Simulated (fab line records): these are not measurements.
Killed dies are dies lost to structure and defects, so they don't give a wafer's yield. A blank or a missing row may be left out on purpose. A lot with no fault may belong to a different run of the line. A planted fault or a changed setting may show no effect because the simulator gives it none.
Lot-split experiment    flow n5_finfet    7 lots, 21 wafers read, on a route of 1938 steps

== ON THE SPLIT ==
At N5_MOL_CONTACT_COAG_EXPOSE_81 (exposes mask VG, defocus 0 nm), the setting dose_mj was moved away from the recipe's 59.5 on 8 of the 21 wafers read, by -3.6% to +7.5%. For the rest of the wafers, this setting stayed at what the recipe calls for.

== FROM THE SPLIT TO THE READING: what the file shows between them, 5 steps ==
- N5_MOL_CONTACT_COAG_PEB_82: peb time 60 s
- N5_MOL_CONTACT_COAG_DEVELOP_83: develop time 30 s
- N5_MOL_CONTACT_COAG_CD_MEAS_84: target cd 25.1 nm
- N5_MOL_CONTACT_COAG_PRECLEAN_144: cleans in alkaline clean, time 60 s
- N5_MOL_CONTACT_COAG_SRD_145: time 30 s

== THE READING ==
Shown in nm: cd_nm at N5_MOL_CONTACT_COAG_CD_MEAS_137, with target cd 16 nm. Fault-free wafers of this fab line usually give 15.99 nm, standard deviation 0.28 nm.

wafer   tool, chamber at the split  dose_mj as run  against the recipe  cd_nm, nm  against lot-mates on the recipe
L074.2  euv_scanner-02, 0           59.5            recipe              16.27      -
L074.4  euv_scanner-02, 0           59.5            recipe              15.76      -
L074.6  euv_scanner-02, 0           59.5            recipe              16.04      -
L075.2  euv_scanner-02, 0           59.5            recipe              15.62      -
L075.5  euv_scanner-02, 0           62.1            +4.4%               17.17      +1.55
L075.6  euv_scanner-02, 0           62.1            +4.4%               16.91      +1.29
L080.1  euv_scanner-01, 0           57.38           -3.6%               15.26      no lot-mate on the recipe
L080.4  euv_scanner-01, 0           57.38           -3.6%               15.40      no lot-mate on the recipe
L080.5  euv_scanner-01, 0           57.38           -3.6%               15.28      no lot-mate on the recipe
L086.2  euv_scanner-02, 0           63.95           +7.5%               17.65      +2.12
L086.4  euv_scanner-02, 0           59.5            recipe              15.53      -
L086.5  euv_scanner-02, 0           63.95           +7.5%               17.38      +1.85
L087.1  euv_scanner-01, 0           59.5            recipe              16.25      -
L087.2  euv_scanner-01, 0           59.5            recipe              15.96      -
L087.6  euv_scanner-01, 0           59.5            recipe              16.11      -
L095.1  euv_scanner-01, 0           59.5            recipe              15.83      -
L095.2  euv_scanner-01, 0           59.5            recipe              15.85      -
L095.4  euv_scanner-01, 0           61.57           +3.5%               16.71      +0.87
L096.1  euv_scanner-02, 0           59.5            recipe              16.11      -
L096.2  euv_scanner-02, 0           59.5            recipe              16.66      -
L096.4  euv_scanner-02, 0           59.5            recipe              16.52      -

THE FIT
A straight line over all 21 wafers: cd_nm changes by +0.204 nm for each +1% of dose_mj; r = +0.92; the points scatter about the line by 0.27 nm.
The same after taking each lot's own level away (the mean of its wafers on the recipe; 18 wafers): +0.277 nm for each +1%; r = +0.97; scatter 0.18 nm.
According to that fit, moving dose_mj by its largest amount changes the reading by 2.1 nm.
Measured against the standard deviation above, the lots' own levels, which go from 15.530 to 16.430 nm, span 3.2 times it.
So the lot-to-lot level changes the slope: the two fits differ.
Check: +2.06 nm against its lot-mates is what the line predicts for one of the wafers moved furthest among these (+7.5%) when that wafer is left out of the fit. It came out at +2.12 nm against them.

== FURTHER SPLITS ON THESE WAFERS ==
Other splits were also applied to these wafers ahead of the reading. Each is held against what the fit with the lots' levels taken away leaves over:
other split on the same wafers         wafers away from the commonest value  r with cd_nm (lot level and that fit taken away)
N5_SD_EPI_P_EPI_21 time_s              8                                     +0.19
N5_SDB_HM_DEP_00 time_s                5                                     -0.15
N5_MOL_CONTACT_COAG_ALD_27 ald_cycles  6                                     -0.03

== THE WHOLE CHAIN: every reading that the file lists as answering this split, in the file's order ==
step                             what it does       reading  change (the file's fit)                r (the file's)
N5_MOL_CONTACT_COAG_CD_MEAS_84   target cd 25.1 nm  cd_nm    +0.212 nm for each +1% of the setting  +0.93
N5_MOL_CONTACT_COAG_CD_MEAS_137  target cd 16 nm    cd_nm    +0.276 nm for each +1% of the setting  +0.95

== THE FILE'S OWN FIT ==
cd_nm changes by +0.276 nm for each +1% of dose_mj, r = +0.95.
